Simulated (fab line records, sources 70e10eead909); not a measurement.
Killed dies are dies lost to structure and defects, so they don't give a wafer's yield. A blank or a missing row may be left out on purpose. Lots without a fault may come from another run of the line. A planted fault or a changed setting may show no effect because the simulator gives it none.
Chamber matching | flow nand_harc | NHARC_A_CONTACT_ETCH_102 on rie_diel-05: 4 sister chambers
The step etches the open film in CF4/O2, target depth 100 nm, overetch 10 nm, time 55 s. 33 wafers are shown with their chamber, then 12 later ones without.

WAFERS WITH THEIR CHAMBER
wafer  | chamber | drypump_motor_current_A (A) | showerhead_plenum_p_Torr (Torr) | rf_vpp_V (V)
L074.1 | 2       | 5.7                         | 1.44                            | 200.9
L074.2 | 1       | 6.5                         | 1.41                            | 198.6
L074.4 | 0       | 5.4                         | 1.42                            | 199.6
L075.2 | 3       | 5.9                         | 1.36                            | 199.6
L075.5 | 3       | 5.8                         | 1.36                            | 198.6
L075.6 | 0       | 5.4                         | 1.42                            | 200.2
L077.2 | 2       | 5.7                         | 1.44                            | 198.7
L077.3 | 3       | 5.9                         | 1.36                            | 197.0
L077.6 | 2       | 5.7                         | 1.44                            | 199.7
L081.3 | 3       | 5.9                         | 1.36                            | 198.3
L081.4 | 2       | 5.7                         | 1.44                            | 200.5
L081.6 | 2       | 5.8                         | 1.44                            | 198.5
L082.1 | 0       | 5.5                         | 1.41                            | 200.2
L082.4 | 2       | 5.7                         | 1.44                            | 199.4
L082.6 | 2       | 5.7                         | 1.44                            | 201.4
L085.1 | 0       | 5.4                         | 1.41                            | 199.2
L085.2 | 1       | 6.6                         | 1.41                            | 199.4
L085.3 | 3       | 5.9                         | 1.35                            | 198.5
L084.2 | 3       | 5.8                         | 1.35                            | 198.2
L084.3 | 0       | 5.4                         | 1.41                            | 199.6
L084.5 | 2       | 5.8                         | 1.44                            | 198.7
L086.3 | 3       | 5.8                         | 1.35                            | 198.0
L086.5 | 3       | 5.9                         | 1.35                            | 197.0
L086.6 | 0       | 5.5                         | 1.41                            | 199.2
L087.1 | 2       | 5.7                         | 1.44                            | 198.5
L087.2 | 0       | 5.4                         | 1.41                            | 201.5
L087.6 | 2       | 5.7                         | 1.44                            | 201.5
L090.1 | 3       | 5.8                         | 1.35                            | 198.8
L090.3 | 2       | 5.7                         | 1.44                            | 199.9
L090.5 | 0       | 5.5                         | 1.41                            | 197.0
L088.4 | 1       | 6.6                         | 1.40                            | 199.8
L088.5 | 0       | 5.4                         | 1.41                            | 200.3
L088.6 | 3       | 5.9                         | 1.35                            | 197.7

SIGNATURES (means of the wafers above)
reading                  | chamber 0 | chamber 1 | chamber 2 | chamber 3 | scatter within a chamber
drypump_motor_current_A  | 5.433     | 6.567     | 5.718     | 5.860     | 0.0481
showerhead_plenum_p_Torr | 1.4122    | 1.4067    | 1.4400    | 1.3540    | 0.00399
rf_vpp_V                 | 199.644   | 199.267   | 199.791   | 198.170   | 1.04
Rule: a wafer's distance from a chamber is the root of the sum, over the readings, of the square of ((its reading less the chamber's mean) divided by the reading's scatter). The wafer belongs to the nearest chamber; if the next one is less than 2 further off, it can't be placed. The scatter: the root of (the sum of the squares of (reading less its chamber's mean) over the shown wafers, divided by (wafers less chambers)).

WAFERS WITHOUT THEIR CHAMBER
wafer  | drypump_motor_current_A (A) | showerhead_plenum_p_Torr (Torr) | rf_vpp_V (V)
L091.3 | 5.5                         | 1.41                            | 198.2
L091.4 | 5.7                         | 1.44                            | 199.9
L091.6 | 5.5                         | 1.41                            | 197.0
L092.1 | 5.7                         | 1.44                            | 199.2
L092.2 | 5.9                         | 1.35                            | 198.0
L092.3 | 6.6                         | 1.40                            | 198.9
L097.2 | 6.6                         | 1.40                            | 199.6
L097.3 | 5.7                         | 1.43                            | 199.1
L097.6 | 5.9                         | 1.35                            | 197.7
L096.1 | 5.7                         | 1.43                            | 199.2
L096.2 | 6.6                         | 1.40                            | 198.4
L096.6 | 5.7                         | 1.43                            | 200.2

WHICH CHAMBER EACH WENT THROUGH
wafer  | from the rows above | in truth
L091.3 | 0                   | 0
L091.4 | 2                   | 2
L091.6 | 0                   | 0
L092.1 | 2                   | 2
L092.2 | 3                   | 3
L092.3 | 1                   | 1
L097.2 | 1                   | 1
L097.3 | 2                   | 2
L097.6 | 3                   | 3
L096.1 | 2                   | 2
L096.2 | 1                   | 1
L096.6 | 2                   | 2
Placed correctly: 12 of 12. Can't be placed from these rows: 0. Placed wrongly: 0.
